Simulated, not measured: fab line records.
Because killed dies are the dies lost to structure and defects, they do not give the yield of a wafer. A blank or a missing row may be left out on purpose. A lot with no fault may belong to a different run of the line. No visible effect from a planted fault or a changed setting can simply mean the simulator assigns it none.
fab line records	flow n5-finfet	part 1 of 2: steps 1 to 4 of 6
[record] lots = 23	wafers = 69	last-day = 18
route steps=1938 shown FIN_SAQP@146 DUMMY_GATE@231
lots with no fault: from the same line, run without faults
start-h: the number of hours between the record's first day and the start of the first shown wafer of the lot	wait-h: how many hours have passed since the lot's step before this one	" as in the row above	L1.1+2: a single row standing in for several wafers	- value missing, or start not given	* or withheld: withheld	< > ~ a bound
route shown NAME@n: a module of which the file shows steps, and the number in the route of the first	usual: mean/standard deviation of fault-free wafers	same: alike in all rows	chamber/n: place in a boat	sites: readings site by site	_std_site: their standard deviation	_edge_site: mean of outer sites minus mean of inner sites	radius-mm: how far each site lies from the wafer's centre	mask NAME#n: copy n	behind: the tool/chamber that last shaped the wafer	hold: the reason the lot was held/the length of the hold in hours/how it ended	device: which transistor (n, p or np) failed to switch	end of line: the tests these same wafers got at the end of their route	step lacking rows: just its recipe	killed: dies lost to structure and defects at the first sort, not the wafer's yield	map: a wafer's dies, x killed, . not, _ none there
set.NAME: the setting as run; set.NAME@STEP: as run at that earlier step	model.NAME: the simulator's own value behind a step, which no gauge read
a sample of lots followed through the steps of the route, with each step as a table and each wafer as a row
services: the hour from which a tool's chamber was out of use, counted from the record's first day as start-h (under 0 if before that day), plus the number of hours and why
[[steps]]
[step N5_FIN_SAQP_ETCH_64]
[recipe] chemistry = CF4	target = SiO2	target-depth-a = 15	ion-energy-ev = 350	pressure-mtorr = 10	icp-w = 800	bias-w = 400	cf4-flow-sccm = 80
[usual] drypump-motor-current-A = 5.8/0.44	oes-product-au = 1.017/0.026	throttle-valve-pct = 21.74/0.26
lot.wafer	tool	chamber	start-h	wait-h	drypump-motor-current-A	oes-product-au	rf-hours-counter-h	throttle-valve-pct
L074.1	rie-si-02	2	26.64	0.0	5.9	0.997	54	21.79
L074.3	"	0	"	"	6.0	1.043	14	21.07
L074.5	"	0	"	"	5.9	1.056	-	21.07
L075.3	rie-si-03	0	31.92	0.0	5.6	1.013	194	21.85
L075.4	"	1	"	"	5.8	0.995	53	21.99
L075.6	"	3	"	"	6.6	0.980	-	21.33
L076.1	rie-si-05	1	38.77	0.1	5.6	1.074	42	21.78
L076.3	"	0	"	"	5.5	1.023	169	21.66
L076.6	"	0	"	"	5.5	1.029	-	21.64
L077.1	rie-si-02	1	45.48	0.0	5.9	1.010	21	21.94
L077.3	"	3	"	"	5.4	1.036	44	21.41
L077.5	"	0	"	"	5.9	1.051	-	21.07
L078.2	rie-si-05	1	51.45	0.0	5.6	1.069	43	21.77
L078.4	"	0	"	"	5.5	1.023	169	21.66
L078.5	"	1	"	"	5.6	1.056	-	21.77
L079.3	rie-si-05	1	55.57	0.0	5.6	1.065	43	21.78
L079.4	"	3	"	"	5.0	1.035	73	21.69
L079.6	"	3	"	"	5.0	1.026	-	21.69
L080.1	rie-si-05	3	62.46	0.0	5.0	1.029	74	21.68
L080.2	"	0	"	"	5.5	1.026	169	21.65
L080.6	"	0	"	"	5.5	1.018	-	21.65
L082.2	rie-si-05	1	74.97	0.0	5.6	1.068	43	21.78
L082.4	"	0	"	"	5.5	1.017	169	21.64
L082.6	"	2	"	"	6.1	0.993	-	22.02
L081.2	rie-si-03	0	76.65	0.0	5.7	1.010	195	21.87
L081.4	"	2	"	"	6.4	0.993	20	21.87
L081.5	"	2	"	"	6.4	0.996	-	21.88
L083.2	rie-si-05	2	80.18	0.0	6.1	1.001	81	22.01
L083.4	"	3	"	"	5.0	1.017	74	21.73
L083.5	"	0	"	"	5.5	1.014	-	21.66
L084.1	rie-si-03	0	85.90	0.0	5.7	1.000	195	21.84
L084.3	"	1	"	"	5.8	1.004	54	22.00
L084.4	"	2	"	"	6.4	1.003	20	21.87
L085.3	rie-si-05	3	95.42	0.0	5.0	1.031	74	21.70
L085.5	"	2	"	"	6.1	0.979	-	22.03
L085.6	"	1	"	"	5.6	1.070	-	21.78
L086.1	rie-si-03	3	107.61	0.0	6.6	0.990	112	21.37
L086.2	"	0	"	"	5.7	1.012	196	21.84
L086.5	"	3	"	"	6.6	1.000	-	21.35
L087.2	rie-si-05	3	109.08	0.0	5.0	1.034	74	21.70
L087.4	"	2	"	"	6.1	0.990	-	22.02
L087.6	"	1	"	"	5.6	1.054	-	21.77
L088.2	rie-si-02	0	111.60	0.0	5.9	1.043	16	21.08
L088.3	"	2	"	"	5.9	1.005	55	21.81
L088.5	"	0	"	"	5.9	1.038	-	21.06
L090.1	rie-si-05	2	124.54	0.0	6.1	0.997	82	22.02
L090.5	"	1	"	"	5.5	1.064	-	21.79
L090.6	"	2	"	"	6.0	1.002	-	22.03
L091.2	rie-si-02	3	127.93	0.0	5.4	1.042	45	21.42
L091.4	"	2	"	"	5.9	0.994	55	21.82
L091.6	"	2	"	"	5.9	0.996	-	21.80
L092.2	rie-si-03	0	135.55	0.0	5.6	1.008	196	21.85
L092.5	"	1	"	"	5.8	0.982	-	22.01
L092.6	"	2	"	"	6.4	0.991	-	21.86
L093.3	rie-si-03	3	141.13	0.0	6.6	0.988	113	21.37
L093.4	"	2	"	"	6.4	0.982	21	21.86
L093.5	"	0	"	"	5.6	1.009	-	21.87
L094.4	rie-si-03	1	147.09	0.0	5.8	0.990	-	22.01
L094.5	"	3	"	"	6.6	0.992	-	21.34
L094.6	"	2	"	"	6.4	0.985	-	21.88
L095.1	rie-si-05	1	154.12	0.0	5.6	1.064	45	21.77
L095.5	"	2	"	"	6.1	0.982	-	22.03
L095.6	"	1	"	"	5.6	1.066	-	21.78
L096.1	rie-si-05	1	160.92	0.0	5.6	1.066	45	21.78
L096.2	"	0	"	"	5.5	1.021	170	21.67
L096.3	"	2	"	"	6.1	0.988	83	22.01
L097.1	rie-si-02	3	167.09	0.0	5.4	1.037	46	21.42
L097.4	"	1	"	"	5.9	1.000	24	21.93
L097.5	"	1	"	"	6.0	1.009	-	21.93
[step N5_DUMMY_GATE_CD_MEAS_15]
[recipe] target-cd-nm = 25.8	landing-energy-ev = 500	detector = se-inlens
[usual] cd-nm = 25.12/0.22
lot.wafer	tool	chamber	start-h	wait-h	cd-nm
L074.1	cd-sem-02	0	45.93	-	24.85
L074.3	"	0	"	"	25.21
L074.5	"	0	"	"	24.92
L075.3	cd-sem-03	0	53.32	-	25.21
L075.4	"	0	"	"	25.60
L075.6	"	0	"	"	25.32
L076.1	cd-sem-03	0	58.80	-	25.16
L076.3	"	0	"	"	25.13
L076.6	"	0	"	"	25.49
L077.1	cd-sem-01	0	67.94	-	25.22
L077.3	"	0	"	"	25.24
L077.5	"	0	"	"	25.29
L078.2	cd-sem-03	0	74.60	-	25.16
L078.4	"	0	"	"	24.57
L078.5	"	0	"	"	24.97
L079.3	cd-sem-03	0	76.00	-	25.20
L079.4	"	0	"	"	25.07
L079.6	"	0	"	"	25.04
L080.1	cd-sem-02	0	82.51	-	24.98
L080.2	"	0	"	"	25.33
L080.6	"	0	"	"	25.32
L081.2	cd-sem-01	0	96.50	-	25.09
L081.4	"	0	"	"	25.05
L081.5	"	0	"	"	25.54
L082.2	cd-sem-01	0	100.54	-	24.79
L082.4	"	0	"	"	25.25
L082.6	"	0	"	"	25.04
L083.2	cd-sem-03	0	103.10	-	25.13
L083.4	"	0	"	"	25.20
L083.5	"	0	"	"	25.21
L084.1	cd-sem-01	0	108.47	-	25.51
L084.3	"	0	"	"	25.11
L084.4	"	0	"	"	25.24
L085.3	cd-sem-01	0	119.36	-	25.00
L085.5	"	0	"	"	25.30
L085.6	"	0	"	"	25.20
L086.1	cd-sem-02	0	127.36	-	24.80
L086.2	"	0	"	"	25.43
L086.5	"	0	"	"	25.02
L087.2	cd-sem-01	0	131.14	-	25.39
L087.4	"	0	"	"	25.32
L087.6	"	0	"	"	25.40
L088.2	cd-sem-02	0	133.98	-	25.49
L088.3	"	0	"	"	25.21
L088.5	"	0	"	"	25.28
L090.1	cd-sem-01	0	145.51	-	25.27
L090.5	"	0	"	"	25.30
L090.6	"	0	"	"	25.17
L091.2	cd-sem-03	0	148.98	-	25.03
L091.4	"	0	"	"	24.46
L091.6	"	0	"	"	24.62
L092.2	cd-sem-03	0	155.10	-	25.49
L092.5	"	0	"	"	25.40
L092.6	"	0	"	"	24.86
L093.3	cd-sem-01	0	161.51	-	24.97
L093.4	"	0	"	"	25.17
L093.5	"	0	"	"	25.04
L094.4	cd-sem-03	0	166.71	-	24.96
L094.5	"	0	"	"	25.34
L094.6	"	0	"	"	25.03
L095.1	cd-sem-01	0	173.51	-	25.09
L095.5	"	0	"	"	25.09
L095.6	"	0	"	"	25.06
L096.1	cd-sem-02	0	182.85	-	25.16
L096.2	"	0	"	"	25.22
L096.3	"	0	"	"	25.39
L097.1	cd-sem-03	0	187.37	-	25.53
L097.4	"	0	"	"	24.97
L097.5	"	0	"	"	24.68
[step N5_DUMMY_GATE_STRIP_40]
[recipe] chemistry = CF4	resist = SiARC	power-w = 300	bias-power-w = 75	pressure-mtorr = 50	cf4-flow-sccm = 150	rf-frequency-hz = 6e+07
[usual] drypump-motor-current-A = 5.6/0.48	oes-product-au = 0.76/0.069	power-w = 300.1/0.79	rf-vpp-V = 271.0/1.5	showerhead-plenum-p-Torr = 1.80/0.049	throttle-valve-pct = 13.70/0.29
lot.wafer	tool	chamber	start-h	wait-h	drypump-motor-current-A	oes-product-au	power-w	rf-hours-counter-h	rf-vpp-V	showerhead-plenum-p-Torr	throttle-valve-pct
L074.1	rie-diel-04	1	46.39	0.1	6.5	0.82	299.3	70	271.3	1.82	13.30
L074.3	"	2	"	"	6.2	0.72	300.7	185	272.2	1.86	13.90
L074.5	"	0	"	"	5.5	0.71	300.1	-	270.9	1.79	14.08
L075.3	rie-diel-06	3	54.92	0.1	5.3	0.77	299.5	124	270.0	1.74	13.85
L075.4	"	2	"	"	4.8	0.68	300.3	223	272.5	1.84	13.68
L075.6	"	0	"	"	5.4	0.91	299.2	-	269.4	1.78	13.60
L076.1	rie-diel-04	0	59.58	0.1	5.6	0.71	301.7	216	271.1	1.79	14.09
L076.3	"	2	"	"	6.1	0.71	299.5	189	272.5	1.86	13.88
L076.6	"	1	"	"	6.5	0.82	298.9	-	271.2	1.82	13.32
L077.1	rie-diel-04	2	68.54	0.1	6.2	0.72	300.6	191	271.6	1.85	13.91
L077.3	"	3	"	"	5.3	0.73	300.4	177	272.5	1.85	13.47
L077.5	"	1	"	"	6.5	0.81	300.0	-	273.0	1.82	13.32
L078.2	rie-diel-04	1	75.05	0.1	6.5	0.80	300.5	79	271.0	1.82	13.33
L078.4	"	2	"	"	6.1	0.71	299.2	194	273.6	1.85	13.88
L078.5	"	0	"	"	5.6	0.71	301.3	-	271.0	1.79	14.11
L079.3	rie-diel-02	0	76.52	0.1	6.0	0.76	300.2	146	270.7	1.79	13.87
L079.4	"	3	"	"	5.0	0.78	300.8	107	270.3	1.75	13.98
L079.6	"	0	"	"	6.0	0.76	300.0	-	271.3	1.79	13.86
L080.1	rie-diel-02	3	83.17	0.1	5.1	0.78	300.7	108	271.1	1.75	13.98
L080.2	"	1	"	"	5.9	0.85	300.4	41	269.0	1.75	13.18
L080.6	"	1	"	"	5.9	0.86	300.4	-	272.5	1.75	13.20
L081.2	rie-diel-02	0	96.96	0.1	6.0	0.76	299.1	151	271.4	1.79	13.89
L081.4	"	3	"	"	5.1	0.78	300.4	111	268.5	1.75	13.98
L081.5	"	1	"	"	5.9	0.86	300.4	-	269.1	1.75	13.20
L082.2	rie-diel-04	0	100.99	0.1	5.6	0.71	300.3	227	269.5	1.79	14.12
L082.4	"	1	"	"	6.5	0.81	300.6	85	272.1	1.82	13.36
L082.6	"	2	"	"	6.1	0.71	299.3	-	272.6	1.85	13.92
L083.2	rie-diel-02	2	103.55	0.1	5.8	0.69	298.0	203	271.6	1.80	13.55
L083.4	"	3	"	"	5.0	0.77	299.2	112	269.3	1.75	13.95
L083.5	"	3	"	"	5.0	0.77	300.4	-	269.2	1.75	13.98
L084.1	rie-diel-04	3	108.96	0.1	5.3	0.72	301.7	187	270.0	1.85	13.51
L084.3	"	1	"	"	6.5	0.81	299.8	87	270.6	1.82	13.36
L084.4	"	0	"	"	5.5	0.70	299.4	229	271.0	1.79	14.12
L085.3	rie-diel-04	1	119.81	0.1	6.5	0.80	300.1	90	271.9	1.82	13.36
L085.5	"	3	"	"	5.2	0.72	301.0	-	272.1	1.85	13.52
L085.6	"	0	"	"	5.6	0.71	300.0	-	270.4	1.78	14.13
L086.1	rie-diel-06	0	127.81	0.1	5.3	0.87	299.4	39	269.7	1.77	13.67
L086.2	"	1	"	"	5.2	0.69	298.8	245	270.5	1.70	13.85
L086.5	"	3	"	"	5.3	0.74	299.3	-	267.8	1.74	13.92
L087.2	rie-diel-02	3	131.90	0.4	5.0	0.77	299.6	119	269.7	1.74	13.98
L087.4	"	2	"	"	5.8	0.69	301.2	211	269.0	1.80	13.59
L087.6	"	3	"	"	5.0	0.78	299.4	-	270.2	1.74	13.98
L088.2	rie-diel-06	2	134.66	0.1	4.8	0.67	299.2	239	272.5	1.83	13.71
L088.3	"	3	"	"	5.2	0.74	299.4	147	269.4	1.73	13.91
L088.5	"	2	"	"	4.8	0.67	299.3	-	270.9	1.83	13.73
L090.1	rie-diel-02	2	145.96	0.1	5.8	0.68	301.1	216	269.6	1.80	13.63
L090.5	"	1	"	"	5.9	0.84	299.5	-	270.4	1.75	13.25
L090.6	"	2	"	"	5.8	0.68	300.8	-	271.3	1.80	13.61
L091.2	rie-diel-04	0	149.44	0.1	5.5	0.70	299.7	240	270.7	1.78	14.14
L091.4	"	1	"	"	6.5	0.80	301.1	100	269.2	1.82	13.39
L091.6	"	2	"	"	6.1	0.69	300.1	-	272.2	1.85	13.95
L092.2	rie-diel-04	3	155.55	0.1	5.3	0.71	300.9	201	271.0	1.85	13.54
L092.5	"	0	"	"	5.6	0.69	301.2	-	271.7	1.78	14.13
L092.6	"	1	"	"	6.5	0.79	300.3	-	271.1	1.82	13.39
L093.3	rie-diel-04	3	162.00	0.1	5.3	0.71	300.9	203	272.0	1.85	13.53
L093.4	"	2	"	"	6.1	0.70	299.3	217	272.1	1.85	13.96
L093.5	"	0	"	"	5.6	0.70	299.8	-	270.0	1.78	14.15
L094.4	rie-diel-06	3	167.17	0.1	5.3	0.73	300.5	-	267.7	1.73	13.92
L094.5	"	1	"	"	5.1	0.95	300.3	-	273.4	1.91	13.30
L094.6	"	0	"	"	5.3	0.84	300.2	-	268.7	1.77	13.71
L095.1	rie-diel-06	3	174.07	0.1	5.3	0.74	299.5	163	270.8	1.73	13.92
L095.5	"	3	"	"	5.3	0.73	299.8	-	269.9	1.73	13.95
L095.6	"	1	"	"	5.1	0.94	300.7	-	274.9	1.91	13.28
L096.1	rie-diel-06	0	183.31	0.1	5.3	0.83	300.8	57	269.2	1.77	13.71
L096.2	"	3	"	"	5.3	0.74	301.1	167	270.3	1.73	13.95
L096.3	"	1	"	"	5.1	0.93	301.1	10	273.4	1.90	13.27
L097.1	rie-diel-04	3	187.83	0.1	5.3	0.71	300.9	210	271.0	1.84	13.56
L097.4	"	3	"	"	5.3	0.72	299.4	-	273.1	1.84	13.55
L097.5	"	2	"	"	6.1	0.69	299.4	-	273.5	1.85	13.97
[step N5_DUMMY_GATE_STRIP_41]
[recipe] chemistry = O2	power-w = 400	temp-c = 40	pressure-mtorr = 30	rf-frequency-hz = 6e+07	bias-power-w = 0	overash-fraction = 0.3	o2-flow-sccm = 225
[usual] drypump-motor-current-A = 5.6/0.49	oes-product-au = 0.76/0.07	rf-vpp-V = 3.6/0.52	showerhead-plenum-p-Torr = 2.09/0.065	throttle-valve-pct = 16.78/0.28
[same] overash-fraction = 0.3
lot.wafer	tool	chamber	start-h	wait-h	drypump-motor-current-A	oes-product-au	rf-hours-counter-h	rf-vpp-V	showerhead-plenum-p-Torr	throttle-valve-pct
L074.1	rie-diel-06	0	46.53	0.0	5.4	0.93	15	4.0	2.07	16.81
L074.3	"	3	"	"	5.3	0.78	121	4.0	2.00	16.75
L074.5	"	0	"	"	5.4	0.94	-	2.4	2.07	16.79
L075.3	rie-diel-04	2	55.14	0.0	6.1	0.72	188	3.6	2.18	17.02
L075.4	"	0	"	"	5.6	0.71	215	4.0	2.09	17.22
L075.6	"	0	"	"	5.5	0.72	-	3.8	2.09	17.21
L076.1	rie-diel-04	2	59.73	0.0	6.1	0.71	189	4.1	2.18	17.02
L076.3	"	3	"	"	5.3	0.74	174	3.3	2.18	16.56
L076.6	"	3	"	"	5.3	0.74	-	3.2	2.18	16.55
L077.1	rie-diel-06	1	68.68	0.0	5.1	0.69	229	4.5	1.99	16.88
L077.3	"	0	"	"	5.4	0.92	21	3.2	2.07	16.82
L077.5	"	3	"	"	5.3	0.76	-	3.7	1.99	16.78
L078.2	rie-diel-04	3	75.19	0.0	5.3	0.74	179	3.6	2.18	16.56
L078.4	"	0	"	"	5.5	0.71	221	2.5	2.09	17.22
L078.5	"	3	"	"	5.3	0.74	-	2.9	2.18	16.56
L079.3	rie-diel-04	0	76.66	0.0	5.6	0.72	222	3.7	2.09	17.22
L079.4	"	3	"	"	5.3	0.74	179	3.0	2.18	16.57
L079.6	"	0	"	"	5.6	0.72	-	3.4	2.09	17.21
L080.1	rie-diel-02	1	83.32	0.0	5.9	0.90	41	4.3	2.05	16.34
L080.2	"	3	"	"	5.1	0.81	108	3.6	2.01	16.96
L080.6	"	1	"	"	5.9	0.89	-	3.7	2.05	16.34
L081.2	rie-diel-02	0	97.10	0.0	6.0	0.78	151	3.8	2.07	16.89
L081.4	"	2	"	"	5.8	0.68	202	3.3	2.05	16.34
L081.5	"	0	"	"	6.0	0.78	-	3.3	2.07	16.91
L082.2	rie-diel-04	0	101.16	0.0	5.6	0.72	227	3.8	2.09	17.23
L082.4	"	3	"	"	5.3	0.74	185	3.6	2.18	16.57
L082.6	"	1	"	"	6.5	0.82	-	4.3	2.14	16.46
L083.2	rie-diel-06	3	103.70	0.0	5.3	0.76	137	3.8	1.99	16.81
L083.4	"	1	"	"	5.1	0.68	236	3.6	1.98	16.88
L083.5	"	3	"	"	5.3	0.76	-	3.8	1.99	16.80
L084.1	rie-diel-02	1	109.13	0.0	5.9	0.87	48	2.8	2.05	16.35
L084.3	"	3	"	"	5.1	0.79	113	3.0	2.01	16.98
L084.4	"	0	"	"	6.0	0.77	154	3.2	2.07	16.91
L085.3	rie-diel-04	2	119.96	0.0	6.1	0.70	205	4.2	2.17	17.06
L085.5	"	2	"	"	6.1	0.70	-	3.5	2.17	17.05
L085.6	"	1	"	"	6.5	0.79	-	3.4	2.14	16.47
L086.1	rie-diel-04	1	127.96	0.0	6.5	0.80	93	2.9	2.14	16.49
L086.2	"	2	"	"	6.1	0.70	207	4.2	2.17	17.04
L086.5	"	1	"	"	6.5	0.80	-	3.6	2.14	16.48
L087.2	rie-diel-06	1	132.10	0.0	5.1	0.68	246	3.5	1.98	16.91
L087.4	"	0	"	"	5.3	0.88	-	3.1	2.06	16.83
L087.6	"	3	"	"	5.3	0.75	-	4.6	1.99	16.81
L088.2	rie-diel-06	3	135.03	0.0	5.3	0.75	148	2.9	1.99	16.82
L088.3	"	1	"	"	5.2	0.67	248	2.6	1.98	16.91
L088.5	"	0	"	"	5.3	0.88	-	3.3	2.06	16.86
L090.1	rie-diel-04	3	146.11	0.0	5.3	0.72	199	3.1	2.17	16.60
L090.5	"	2	"	"	6.1	0.69	-	4.2	2.17	17.07
L090.6	"	1	"	"	6.5	0.79	-	3.9	2.13	16.50
L091.2	rie-diel-02	0	149.58	0.0	6.0	0.77	165	4.3	2.07	16.93
L091.4	"	1	"	"	5.9	0.86	60	3.8	2.05	16.38
L091.6	"	3	"	"	5.0	0.77	-	4.2	2.00	17.01
L092.2	rie-diel-06	3	155.69	0.0	5.3	0.74	156	3.9	1.98	16.84
L092.5	"	3	"	"	5.2	0.74	-	3.2	1.98	16.84
L092.6	"	0	"	"	5.4	0.86	-	3.4	2.06	16.86
L093.3	rie-diel-04	3	162.15	0.0	5.3	0.71	203	3.0	2.17	16.59
L093.4	"	2	"	"	6.1	0.69	217	4.1	2.17	17.08
L093.5	"	3	"	"	5.3	0.72	-	3.5	2.17	16.61
L094.4	rie-diel-02	2	167.30	0.0	5.8	0.66	222	3.4	2.05	16.38
L094.5	"	1	"	"	5.9	0.84	-	4.6	2.04	16.39
L094.6	"	2	"	"	5.8	0.67	-	3.3	2.05	16.37
L095.1	rie-diel-04	2	174.32	0.0	6.1	0.69	221	4.1	2.17	17.09
L095.5	"	2	"	"	6.1	0.69	-	4.0	2.17	17.08
L095.6	"	3	"	"	5.3	0.71	-	3.3	2.17	16.60
L096.1	rie-diel-04	2	183.45	0.0	6.1	0.69	223	3.5	2.17	17.09
L096.2	"	1	"	"	6.5	0.78	109	4.1	2.13	16.51
L096.3	"	0	"	"	5.6	0.71	249	3.9	2.08	17.29
L097.1	rie-diel-02	3	187.98	0.0	5.0	0.77	136	3.3	2.00	17.03
L097.4	"	2	"	"	5.8	0.66	228	2.7	2.04	16.42
L097.5	"	0	"	"	6.0	0.75	-	3.0	2.06	16.92
